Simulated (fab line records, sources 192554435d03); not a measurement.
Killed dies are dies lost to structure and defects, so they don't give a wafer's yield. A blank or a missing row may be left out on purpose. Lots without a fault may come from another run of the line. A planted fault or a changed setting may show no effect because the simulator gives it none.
Chamber matching | flow n5_finfet | N5_BEOL_M10_STRIP_67 on rie_diel-01: 4 sister chambers
The step strips in CF4. 4 wafers are shown with their chamber, then 9 later ones without.

WAFERS WITH THEIR CHAMBER
wafer  | chamber | drypump_motor_current_A (A)
L083.4 | 3       | 6.4
L083.5 | 1       | 5.9
L088.5 | 0       | 6.2
L088.6 | 2       | 5.5

WAFERS WITHOUT THEIR CHAMBER
wafer  | drypump_motor_current_A (A)
L092.3 | 5.9
L092.5 | 5.5
L092.6 | 6.0
L093.1 | 5.5
L093.3 | 6.2
L093.6 | 6.2
L094.1 | 5.9
L094.3 | 5.6
L094.4 | 5.6

WHICH CHAMBER EACH WENT THROUGH
wafer  | from the rows above     | in truth
L092.3 | 1                       | 1
L092.5 | 2                       | 2
L092.6 | can't be placed: 1 or 0 | 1
L093.1 | 2                       | 2
L093.3 | 0                       | 0
L093.6 | 0                       | 0
L094.1 | 1                       | 1
L094.3 | 2                       | 2
L094.4 | 2                       | 2
Placed correctly: 8 of 9. Can't be placed from these rows: 1 (the true chamber is among the candidates in 1). Placed wrongly: 0.
How it was worked out, from the rows above alone: a wafer's distance from a chamber is the root of the sum, over the readings, of the square of ((its reading less the chamber's mean) divided by the reading's scatter). The wafer belongs to the nearest chamber; if the next one is less than 2 further off, it can't be placed. A chamber's mean is the mean of its shown wafers. The scatter: with one shown wafer a chamber, the root of the mean of the squares of how far each hidden wafer lies from its nearest shown one.
